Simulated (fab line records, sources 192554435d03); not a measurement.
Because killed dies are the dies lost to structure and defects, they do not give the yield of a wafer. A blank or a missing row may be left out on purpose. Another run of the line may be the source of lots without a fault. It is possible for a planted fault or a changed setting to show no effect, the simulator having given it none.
Matching of chambers :: flow n5 finfet :: N5_BEOL_M12_TRENCH_ETCH_34 on rie diel-01: 4 sister chambers
The step etches SiOC in C4F8/O2/Ar, target depth 318.95 nm, time 125.5 s. 4 wafers are shown with their chamber, then 12 later ones without.

== WAFERS WITH THEIR CHAMBER ==
wafer: L090.3
chamber: 0
throttle valve pct (%): 24.45

wafer: L090.6
chamber: 1
throttle valve pct (%): 24.20

wafer: L091.5
chamber: 3
throttle valve pct (%): 24.47

wafer: L091.6
chamber: 2
throttle valve pct (%): 24.41

== WAFERS MISSING THEIR CHAMBER ==
wafer: L093.2
throttle valve pct (%): 24.21

wafer: L093.3
throttle valve pct (%): 24.41

wafer: L093.4
throttle valve pct (%): 24.22

wafer: L095.2
throttle valve pct (%): 24.18

wafer: L095.5
throttle valve pct (%): 24.43

wafer: L095.6
throttle valve pct (%): 24.25

wafer: L096.1
throttle valve pct (%): 24.24

wafer: L096.2
throttle valve pct (%): 24.44

wafer: L096.5
throttle valve pct (%): 24.19

wafer: L097.3
throttle valve pct (%): 24.20

wafer: L097.4
throttle valve pct (%): 24.48

wafer: L097.5
throttle valve pct (%): 24.20

== CHAMBER TAKEN BY EACH ==
wafer: L093.2
from the rows above: 1
in truth: 1

wafer: L093.3
from the rows above: can't be placed: 2 or 0
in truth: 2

wafer: L093.4
from the rows above: 1
in truth: 1

wafer: L095.2
from the rows above: 1
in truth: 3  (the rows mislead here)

wafer: L095.5
from the rows above: can't be placed: 0 or 2 or 3
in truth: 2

wafer: L095.6
from the rows above: 1
in truth: 1

wafer: L096.1
from the rows above: 1
in truth: 1

wafer: L096.2
from the rows above: can't be placed: 0 or 3 or 2
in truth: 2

wafer: L096.5
from the rows above: 1
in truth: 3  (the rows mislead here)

wafer: L097.3
from the rows above: 1
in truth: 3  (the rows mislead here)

wafer: L097.4
from the rows above: can't be placed: 3 or 0
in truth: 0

wafer: L097.5
from the rows above: 1
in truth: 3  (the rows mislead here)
Correct placement for 4 of the 12. From these rows, 4 cannot be placed; in 4 the true chamber is one of the candidates. 4 placed wrongly.
How it was worked out, from the rows above alone: a wafer's distance from a chamber is the root of the sum, over the readings, of the square of ((its reading less the chamber's mean) divided by the reading's scatter). The wafer belongs to the nearest chamber; if the next one is less than 2 further off, it can't be placed. A chamber's mean is the mean of its shown wafers. The scatter: root of mean squared gap, hidden wafer to nearest shown wafer, with one shown wafer a chamber.
